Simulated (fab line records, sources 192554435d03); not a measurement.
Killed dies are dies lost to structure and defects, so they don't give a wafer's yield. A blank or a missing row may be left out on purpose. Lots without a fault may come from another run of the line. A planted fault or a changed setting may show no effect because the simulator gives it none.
Chamber matching | flow n5_finfet | N5_BEOL_M4_ILD_DEP_00 on pecvd-04: 3 sister chambers
The step deposits SiOC from DEMS/O2, target thk 79 nm, time 15.3 s. 14 wafers are shown with their chamber, then 7 later ones without.

WAFERS WITH THEIR CHAMBER
wafer  | chamber | heater_power_w (W) | showerhead_vpp_V (V) | showerhead_plenum_p_Torr (Torr)
L075.1 | 2       | 667                | 1346                 | 5.695
L075.5 | 2       | 523                | 1361                 | 5.687
L075.6 | 0       | 345                | 1376                 | 5.682
L076.1 | 0       | 369                | 1355                 | 5.664
L076.3 | 2       | 614                | 1335                 | 5.694
L076.4 | 0       | 380                | 1367                 | 5.679
L083.1 | 1       | 609                | 1307                 | 5.688
L083.4 | 1       | 604                | 1285                 | 5.692
L083.5 | 2       | 535                | 1343                 | 5.693
L086.3 | 1       | 596                | 1287                 | 5.677
L086.4 | 1       | 596                | 1290                 | 5.691
L086.5 | 0       | 373                | 1329                 | 5.687
L089.2 | 2       | 632                | 1366                 | 5.691
L089.3 | 1       | 520                | 1280                 | 5.687

SIGNATURES (means of the wafers above)
reading                  | chamber 0 | chamber 1 | chamber 2 | scatter within a chamber
heater_power_w           | 366.75    | 585.00    | 594.20    | 44.5
showerhead_vpp_V         | 1356.75   | 1289.80   | 1350.20   | 14.6
showerhead_plenum_p_Torr | 5.67800   | 5.68700   | 5.69200   | 0.00658
Rule: a wafer's distance from a chamber is the root of the sum, over the readings, of the square of ((its reading less the chamber's mean) divided by the reading's scatter). The wafer belongs to the nearest chamber; if the next one is less than 2 further off, it can't be placed. The scatter: the root of (the sum of the squares of (reading less its chamber's mean) over the shown wafers, divided by (wafers less chambers)).

WAFERS WITHOUT THEIR CHAMBER
wafer  | heater_power_w (W) | showerhead_vpp_V (V) | showerhead_plenum_p_Torr (Torr)
L089.5 | 316                | 1367                 | 5.665
L095.2 | 364                | 1370                 | 5.675
L095.5 | 608                | 1295                 | 5.683
L095.6 | 345                | 1340                 | 5.678
L097.2 | 524                | 1274                 | 5.687
L097.3 | 604                | 1320                 | 5.687
L097.5 | 599                | 1346                 | 5.696

WHICH CHAMBER EACH WENT THROUGH
wafer  | from the rows above     | in truth
L089.5 | 0                       | 0
L095.2 | 0                       | 0
L095.5 | 1                       | 1
L095.6 | 0                       | 0
L097.2 | 1                       | 1
L097.3 | can't be placed: 1 or 2 | 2
L097.5 | 2                       | 2
Placed correctly: 6 of 7. Can't be placed from these rows: 1 (the true chamber is among the candidates in 1). Placed wrongly: 0.
